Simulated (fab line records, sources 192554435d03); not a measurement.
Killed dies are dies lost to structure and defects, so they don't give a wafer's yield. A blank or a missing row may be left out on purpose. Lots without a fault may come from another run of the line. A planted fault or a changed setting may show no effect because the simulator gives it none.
Split-lot experiment | flow n5_finfet | 7 lots, 39 wafers read, on a route of 1938 steps

THE SPLIT
At N5_WELL_APT_EPI_41 (deposits Si from SiH4/H2, target thk 50 nm, time 297.7 s), the setting time_s was moved away from the recipe's 297.7 s on 18 of the 39 wafers read, by -7.8% to +7.3%. The other wafers ran this setting at the recipe's value.

The reading is taken at the split's own step.

THE READING
Si_of_WELL_APT_EPI_41.thk_nm (the simulator's own value, which no gauge read), in nm, at N5_WELL_APT_EPI_41 (deposits Si from SiH4/H2, target thk 50 nm, time 297.7 s). The file gives no usual value for it. The 21 wafers here that ran the recipe average 49.94 nm, standard deviation 0.36 nm.

wafer  | tool, chamber at the split | time_s as run, s | against the recipe | Si_of_WELL_APT_EPI_41.thk_nm, nm | against lot-mates on the recipe
L074.1 | epi_rpcvd-02, 0            | 297.7            | recipe             | 49.24                            | -
L074.4 | epi_rpcvd-02, 0            | 297.7            | recipe             | 50.01                            | -
L074.6 | epi_rpcvd-02, 0            | 297.7            | recipe             | 49.62                            | -
L081.1 | epi_rpcvd-01, 0            | 310.9            | +4.4%              | 52.4                             | +2.58
L081.2 | epi_rpcvd-01, 0            | 297.7            | recipe             | 50.01                            | -
L081.3 | epi_rpcvd-01, 0            | 310.9            | +4.4%              | 51.88                            | +2.06
L081.4 | epi_rpcvd-01, 0            | 297.7            | recipe             | 49.7                             | -
L081.5 | epi_rpcvd-01, 0            | 310.9            | +4.4%              | 52.02                            | +2.20
L081.6 | epi_rpcvd-01, 0            | 297.7            | recipe             | 49.74                            | -
L082.1 | epi_rpcvd-04, 0            | 314              | +5.5%              | 52.71                            | +2.47
L082.2 | epi_rpcvd-04, 0            | 297.7            | recipe             | 50.48                            | -
L082.3 | epi_rpcvd-04, 0            | 297.7            | recipe             | 49.87                            | -
L082.4 | epi_rpcvd-04, 0            | 314              | +5.5%              | 53.3                             | +3.06
L082.5 | epi_rpcvd-04, 0            | 314              | +5.5%              | 52.82                            | +2.58
L082.6 | epi_rpcvd-04, 0            | 297.7            | recipe             | 50.37                            | -
L083.1 | epi_rpcvd-01, 0            | 297.7            | recipe             | 50.07                            | -
L083.2 | epi_rpcvd-01, 0            | 291.1            | -2.2%              | 48.24                            | -1.49
L083.3 | epi_rpcvd-01, 0            | 291.1            | -2.2%              | 48.78                            | -0.95
L083.4 | epi_rpcvd-01, 0            | 297.7            | recipe             | 49.57                            | -
L083.5 | epi_rpcvd-01, 0            | 291.1            | -2.2%              | 48.83                            | -0.90
L083.6 | epi_rpcvd-01, 0            | 297.7            | recipe             | 49.56                            | -
L089.1 | epi_rpcvd-04, 0            | 297.7            | recipe             | 50.43                            | -
L089.2 | epi_rpcvd-04, 0            | 274.4            | -7.8%              | 45.88                            | -4.52
L089.3 | epi_rpcvd-04, 0            | 297.7            | recipe             | 50.17                            | -
L089.4 | epi_rpcvd-04, 0            | 274.4            | -7.8%              | 46.75                            | -3.65
L089.5 | epi_rpcvd-04, 0            | 297.7            | recipe             | 50.61                            | -
L089.6 | epi_rpcvd-04, 0            | 274.4            | -7.8%              | 46.18                            | -4.22
L091.1 | epi_rpcvd-01, 0            | 297.7            | recipe             | 50.05                            | -
L091.2 | epi_rpcvd-01, 0            | 319.4            | +7.3%              | 53.21                            | +3.40
L091.3 | epi_rpcvd-01, 0            | 297.7            | recipe             | 49.39                            | -
L091.4 | epi_rpcvd-01, 0            | 319.4            | +7.3%              | 52.84                            | +3.03
L091.5 | epi_rpcvd-01, 0            | 319.4            | +7.3%              | 53.1                             | +3.29
L091.6 | epi_rpcvd-01, 0            | 297.7            | recipe             | 50                               | -
L094.1 | epi_rpcvd-02, 0            | 297.7            | recipe             | 50.34                            | -
L094.2 | epi_rpcvd-02, 0            | 282.1            | -5.2%              | 47.55                            | -2.41
L094.3 | epi_rpcvd-02, 0            | 297.7            | recipe             | 49.64                            | -
L094.4 | epi_rpcvd-02, 0            | 282.1            | -5.2%              | 47.52                            | -2.44
L094.5 | epi_rpcvd-02, 0            | 282.1            | -5.2%              | 47.79                            | -2.17
L094.6 | epi_rpcvd-02, 0            | 297.7            | recipe             | 49.89                            | -

THE FIT
A straight line over all 39 wafers: Si_of_WELL_APT_EPI_41.thk_nm changes by +0.471 nm for each +1% of time_s; r = +0.98; the points scatter about the line by 0.37 nm.
The same after taking each lot's own level away (the mean of its wafers on the recipe; 39 wafers): +0.487 nm for each +1%; r = +0.99; scatter 0.29 nm.
On that fit, the largest move of time_s shifts the reading by 3.8 nm.
The lots' own levels span 49.623 to 50.403 nm, that is 2.1 times the standard deviation above.
So the lot-to-lot level changes the slope little: the two slopes agree.
Check: with one of the wafers moved furthest among these (-7.8%) left out of the fit, the line predicts -3.73 nm for it against its lot-mates. It came out at -4.52 nm against them.

THE FILE'S OWN FIT
Si_of_WELL_APT_EPI_41.thk_nm changes by +0.487 nm for each +1% of time_s, r = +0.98.
